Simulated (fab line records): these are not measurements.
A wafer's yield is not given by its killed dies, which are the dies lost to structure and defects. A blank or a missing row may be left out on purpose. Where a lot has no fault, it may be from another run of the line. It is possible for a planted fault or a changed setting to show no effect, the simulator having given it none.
The tool behind it: which one? + flow n5Finfet + 24 lots with 72 wafers sampled at 2 steps, on a route of 1938 steps

== WHAT EACH GAUGE READ, for each wafer ==
N5_BEOL_M5_CD_MEAS_28: target cd 30.6 nm, target cd y 20 nm.
| lot  | measured     | on       | cdNm (nm)      |
|------|--------------|----------|----------------|
| L076 | day 9 15:30  | cdSem-02 | 30.7 30.3 30.2 |
| L074 | day 9 15:40  | cdSem-03 | 30.7 30.9 31.0 |
| L075 | day 9 15:44  | cdSem-03 | 30.0 30.3 30.3 |
| L077 | day 9 21:48  | cdSem-02 | 30.3 30.5 30.5 |
| L078 | day 10 01:49 | cdSem-02 | 30.3 30.3 30.5 |
| L079 | day 10 15:29 | cdSem-02 | 30.7 30.6 31.0 |
| L080 | day 10 23:47 | cdSem-01 | 31.0 30.9 30.8 |
| L081 | day 10 23:50 | cdSem-03 | 30.6 30.7 31.2 |
| L082 | day 11 06:35 | cdSem-03 | 30.7 30.4 29.8 |
| L083 | day 11 10:20 | cdSem-03 | 30.5 31.0 30.9 |
| L084 | day 11 15:25 | cdSem-03 | 30.7 31.1 30.7 |
| L085 | day 12 01:38 | cdSem-02 | 30.8 30.3 30.3 |
| L086 | day 12 16:44 | cdSem-03 | 30.3 30.5 30.3 |
| L088 | day 12 22:37 | cdSem-01 | 29.9 30.6 30.4 |
| L089 | day 12 22:40 | cdSem-02 | 30.2 30.4 30.6 |
| L087 | day 13 01:43 | cdSem-01 | 30.9 30.8 31.0 |
| L091 | day 13 04:22 | cdSem-03 | 30.8 31.1 30.6 |
| L090 | day 13 19:08 | cdSem-02 | 30.3 30.6 30.3 |
| L092 | day 14 00:07 | cdSem-02 | 31.0 30.4 30.4 |
| L093 | day 14 18:03 | cdSem-02 | 30.8 30.5 31.0 |
| L095 | day 14 22:15 | cdSem-03 | 30.6 30.3 30.2 |
| L094 | day 14 22:18 | cdSem-01 | 29.9 30.2 30.2 |
| L096 | day 15 08:40 | cdSem-01 | 30.4 30.8 30.8 |
| L097 | day 15 14:29 | cdSem-01 | 30.0 30.1 30.0 |

== WHAT TOOL EACH LOT RAN ON (gives the tool, then ch and the chambers of the sampled wafers, and finally the start) ==
| lot  | N5_BEOL_M5_ETCH_62                |
|------|-----------------------------------|
| L076 | rieDiel-02 ch 1,3, day 9 13:43    |
| L074 | rieDiel-01 ch 1,2,3, day 9 14:02  |
| L075 | rieDiel-06 ch 1,3, day 9 14:19    |
| L077 | rieDiel-01 ch 0,3, day 9 20:03    |
| L078 | rieDiel-06 ch 1,2,3, day 9 23:22  |
| L079 | rieDiel-06 ch 0,1,2, day 10 14:23 |
| L080 | rieDiel-06 ch 0,1,3, day 10 21:23 |
| L081 | rieDiel-01 ch 2,3, day 10 21:54   |
| L082 | rieDiel-01 ch 0,1,3, day 11 05:35 |
| L083 | rieDiel-02 ch 0,1,3, day 11 07:38 |
| L084 | rieDiel-02 ch 0,2,3, day 11 14:44 |
| L085 | rieDiel-02 ch 0,1,2, day 12 00:43 |
| L086 | rieDiel-01 ch 0,1,2, day 12 15:16 |
| L088 | rieDiel-02 ch 0,1,2, day 12 21:56 |
| L089 | rieDiel-01 ch 0,1,2, day 12 21:57 |
| L087 | rieDiel-06 ch 0,1, day 13 00:49   |
| L091 | rieDiel-06 ch 1,2,3, day 13 03:14 |
| L090 | rieDiel-02 ch 0,2,3, day 13 17:41 |
| L092 | rieDiel-02 ch 0,2,3, day 13 23:19 |
| L093 | rieDiel-02 ch 0,2, day 14 15:35   |
| L095 | rieDiel-02 ch 0,2,3, day 14 19:55 |
| L094 | rieDiel-06 ch 0,3, day 14 20:00   |
| L096 | rieDiel-06 ch 0,1,2, day 15 05:52 |
| L097 | rieDiel-01 ch 2,3, day 15 12:59   |
- N5_BEOL_M5_ETCH_62: etches SOC in N2/H2, target depth 75 nm, overetch 15 nm, time 112.5 s.

== WHAT THE TOOLS THEMSELVES READ (means of the sampled wafers that have a number; where no wafer has one, the mark that the record gives instead) ==
N5_BEOL_M5_ETCH_62.
| lot  | tool       | drypumpMotorCurrentA (A) | oesProductAu (a.u.) | rfVppV (V) | showerheadPlenumPTorr (Torr) | throttleValvePct (%) |
|------|------------|--------------------------|---------------------|------------|------------------------------|----------------------|
| L076 | rieDiel-02 | 6.0                      | 0.58                | 523        | 2.50                         | 18.1                 |
| L074 | rieDiel-01 | 5.7                      | 0.57                | 524        | 2.53                         | 18.1                 |
| L075 | rieDiel-06 | 6.2                      | 0.60                | 519        | 2.37                         | 17.9                 |
| L077 | rieDiel-01 | 6.0                      | 0.56                | 522        | 2.52                         | 18.1                 |
| L078 | rieDiel-06 | 6.1                      | 0.59                | 521        | 2.46                         | 17.9                 |
| L079 | rieDiel-06 | 5.9                      | 0.66                | 523        | 2.49                         | 17.6                 |
| L080 | rieDiel-06 | 6.2                      | 0.64                | 520        | 2.42                         | 17.7                 |
| L081 | rieDiel-01 | 6.0                      | 0.56                | 523        | 2.53                         | 18.0                 |
| L082 | rieDiel-01 | 5.9                      | 0.55                | 523        | 2.51                         | 18.2                 |
| L083 | rieDiel-02 | 6.2                      | 0.62                | 525        | 2.58                         | 17.8                 |
| L084 | rieDiel-02 | 6.5                      | 0.62                | 522        | 2.49                         | 17.8                 |
| L085 | rieDiel-02 | 6.3                      | 0.64                | 524        | 2.56                         | 17.7                 |
| L086 | rieDiel-01 | 5.6                      | 0.57                | 523        | 2.53                         | 18.2                 |
| L088 | rieDiel-02 | 6.3                      | 0.63                | 524        | 2.55                         | 17.7                 |
| L089 | rieDiel-01 | 5.6                      | 0.56                | 523        | 2.52                         | 18.2                 |
| L087 | rieDiel-06 | 6.0                      | 0.64                | 520        | 2.39                         | 17.6                 |
| L091 | rieDiel-06 | 6.1                      | 0.65                | 524        | 2.56                         | 17.8                 |
| L090 | rieDiel-02 | 6.5                      | 0.62                | 522        | 2.48                         | 17.9                 |
| L092 | rieDiel-02 | 6.5                      | 0.62                | 522        | 2.48                         | 17.9                 |
| L093 | rieDiel-02 | 6.7                      | 0.62                | 521        | 2.45                         | 17.8                 |
| L095 | rieDiel-02 | 6.6                      | 0.61                | 522        | 2.48                         | 17.9                 |
| L094 | rieDiel-06 | 6.2                      | 0.72                | 524        | 2.56                         | 17.5                 |
| L096 | rieDiel-06 | 5.9                      | 0.62                | 522        | 2.48                         | 17.7                 |
| L097 | rieDiel-01 | 6.0                      | 0.70                | 523        | 2.52                         | 17.7                 |

== THE ANSWER, worked out from the rows above alone ==
Rule: what is usual is taken from the lots themselves. Put in order of their means at a reading, lots are off if they are a third of the lots or fewer, leave a main group of 4 or more, and stand apart from it by a gap of 3 or more times the standard deviation of the main group's means; of several such gaps the widest counts. A main group is skipped when, at the precision printed for the reading in the tables above, its means are all equal. Also off: a lot with no number at a reading for which 4 or more lots have one. The other lots that the step has rows for count as sound. After the gauges, taken in route order, come the tools' own readings; for these a lot's mean is taken, as printed above. At the first step where some lot is off, the reading lying furthest off is the one used; lots without a number count as furthest.
None of the lots is off at any reading shown; this tells nothing.

== WHAT THE SIMULATOR HAD INSERTED ==
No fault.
